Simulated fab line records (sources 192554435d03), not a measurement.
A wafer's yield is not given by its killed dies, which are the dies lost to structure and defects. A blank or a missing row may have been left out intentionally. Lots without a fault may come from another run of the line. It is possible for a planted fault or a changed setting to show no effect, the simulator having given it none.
Chamber matching + flow n5_finfet + N5_BEOL_M4_STRIP_36 on rie_diel-02: 4 sister chambers
The step strips in N2/H2. 8 wafers are shown with their chamber, then 9 later ones without.

== WAFERS WITH THEIR CHAMBER ==
| wafer  | chamber | showerhead_plenum_p_Torr (Torr) | throttle_valve_pct (%) |
|--------|---------|---------------------------------|------------------------|
| L076.4 | 2       | 2.67                            | 24.01                  |
| L076.5 | 0       | 2.41                            | 23.51                  |
| L083.2 | 3       | 2.42                            | 23.87                  |
| L083.3 | 1       | 2.62                            | 23.63                  |
| L083.4 | 0       | 2.40                            | 23.57                  |
| L087.2 | 1       | 2.62                            | 23.64                  |
| L087.4 | 3       | 2.41                            | 23.89                  |
| L087.6 | 2       | 2.65                            | 24.03                  |

== WAFERS WHOSE CHAMBER IS MISSING ==
| wafer  | showerhead_plenum_p_Torr (Torr) | throttle_valve_pct (%) |
|--------|---------------------------------|------------------------|
| L090.3 | 2.40                            | 23.57                  |
| L090.5 | 2.61                            | 23.64                  |
| L090.6 | 2.65                            | 24.05                  |
| L097.3 | 2.61                            | 23.67                  |
| L097.4 | 2.41                            | 23.89                  |
| L097.5 | 2.61                            | 23.66                  |
| L095.4 | 2.40                            | 23.53                  |
| L095.5 | 2.65                            | 24.05                  |
| L095.6 | 2.61                            | 23.69                  |

== EACH ONE'S CHAMBER ==
| wafer  | from the rows above | in truth |
|--------|---------------------|----------|
| L090.3 | 0                   | 0        |
| L090.5 | 1                   | 1        |
| L090.6 | 2                   | 2        |
| L097.3 | 1                   | 1        |
| L097.4 | 3                   | 3        |
| L097.5 | 1                   | 1        |
| L095.4 | 0                   | 0        |
| L095.5 | 2                   | 2        |
| L095.6 | 1                   | 1        |
Correctly placed: 9 of 9. Can't be placed from these rows: 0. 0 placed wrongly.
How it was worked out, from the rows above alone: a wafer's distance from a chamber is the root of the sum, over the readings, of the square of ((its reading less the chamber's mean) divided by the reading's scatter). If the next closest chamber is less than 2 further off than the closest, the wafer can't be placed; otherwise it belongs to the closest. A chamber's mean is the mean of its shown wafers. The scatter is the square root of a quotient: the sum, over the shown wafers, of each reading's squared deviation from its chamber's mean, divided by wafers minus chambers.
